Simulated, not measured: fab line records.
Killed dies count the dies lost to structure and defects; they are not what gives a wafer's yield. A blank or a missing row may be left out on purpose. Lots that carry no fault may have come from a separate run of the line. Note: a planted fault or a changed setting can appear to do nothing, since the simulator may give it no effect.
Lot-split experiment ; flow n5_finfet ; on a route of 1938 steps: 7 lots, 21 wafers read

== THE SPLIT ==
At N5_BEOL_M4_ETCH_64 (etches SOC in N2/H2, target depth 75 nm, overetch 22.5 nm, time 121.9 s), the setting bias_w was moved away from the recipe's 150 W on 7 of the 21 wafers read, by -13.2% to +13.1%. All remaining wafers had this setting at the recipe value.

The split's own step is where the reading is taken.

== THE READING ==
rf_vpp_V, in V, at N5_BEOL_M4_ETCH_64 (etches SOC in N2/H2, target depth 75 nm, overetch 22.5 nm, time 121.9 s). A value of 524.1 V with a standard deviation of 2.7 V is what fault-free wafers of this fab line usually give.

wafer;tool, chamber at the split;bias_w as run, W;against the recipe;rf_vpp_V, V;against lot-mates on the recipe
L074.2;rie_diel-01, 3;169.6;+13.1%;564.3;+39.1
L074.5;rie_diel-01, 0;150;recipe;526.7;-
L074.6;rie_diel-01, 3;150;recipe;523.7;-
L077.1;rie_diel-01, 0;158.4;+5.6%;545.4;+25.1
L077.4;rie_diel-01, 0;158.4;+5.6%;542.9;+22.6
L077.5;rie_diel-01, 2;150;recipe;520.3;-
L080.2;rie_diel-06, 3;150;recipe;523.1;-
L080.5;rie_diel-06, 3;130.2;-13.2%;477.8;-45.3
L080.6;rie_diel-06, 1;130.2;-13.2%;476.9;-46.2
L085.1;rie_diel-03, 1;150;recipe;525.6;-
L085.4;rie_diel-03, 3;150;recipe;527.2;-
L085.5;rie_diel-03, 1;133.7;-10.9%;489.6;-36.8
L087.2;rie_diel-01, 3;150;recipe;524.4;-
L087.3;rie_diel-01, 1;150;recipe;518.6;-
L087.6;rie_diel-01, 3;150;recipe;524.4;-
L091.1;rie_diel-03, 0;131.5;-12.3%;479.2;-46.1
L091.3;rie_diel-03, 1;150;recipe;525.6;-
L091.6;rie_diel-03, 1;150;recipe;525.0;-
L095.1;rie_diel-01, 3;150;recipe;524.1;-
L095.4;rie_diel-01, 0;150;recipe;525.3;-
L095.5;rie_diel-01, 3;150;recipe;523.8;-

FIT RESULTS
A straight line over all 21 wafers: rf_vpp_V changes by +3.41 V for each +1% of bias_w; r = +0.99; the points scatter about the line by 2.4 V.
The same after taking each lot's own level away (the mean of its wafers on the recipe; 21 wafers): +3.47 V for each +1%; r = +0.99; scatter 2.5 V.
According to that fit, moving bias_w by its largest amount changes the reading by 46 V.
The span of the lots' own levels, 520.30 to 526.40 V, comes to 2.3 times the standard deviation stated above.
Hence the lot-to-lot level has little effect on the slope; both slopes agree.
Check: for one of the wafers moved furthest among these (-13.2%), held out of the fit, the line's prediction against its lot-mates is -45.9 V. It came out at -45.3 V against them.
Tool readings at the split's step, against how far the setting was moved: rf_vpp_V r = +0.99.

== OTHER SPLITS ON THESE WAFERS ==
Other splits were also applied to these wafers ahead of the reading. Each is held against what the fit with the lots' levels taken away leaves over:
other split on the same wafers;wafers away from the commonest value;r with rf_vpp_V (lot level and that fit taken away)
N5_BEOL_M1_TRENCH_ETCH_37 source_w;5;-0.14
N5_BEOL_M2_COAT_67 spin_rpm;7;-0.26
N5_BEOL_M2_EXPOSE_25 dose_mj;5;+0.06
N5_BEOL_M3_EXPOSE_08 dose_mj;7;-0.01

== THE WHOLE CHAIN: every reading that the file lists as answering this split, in the file's order ==
step;what it does;reading;change (the file's fit);r (the file's)
N5_BEOL_M4_ETCH_64;etches SOC in N2/H2, target depth 75 nm, overetch 22.5 nm, time 121.9 s;rf_vpp_V;+3.43 V for each +1% of the setting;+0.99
N5_BEOL_M4_ETCH_64;etches SOC in N2/H2, target depth 75 nm, overetch 22.5 nm, time 121.9 s;SiARC_of_BEOL_M4_COAT_62.thk_nm (the simulator's own value, which no gauge read);-0.0769 nm for each +1% of the setting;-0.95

== THE FILE'S OWN FIT ==
rf_vpp_V changes by +3.43 V for each +1% of bias_w, r = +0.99.
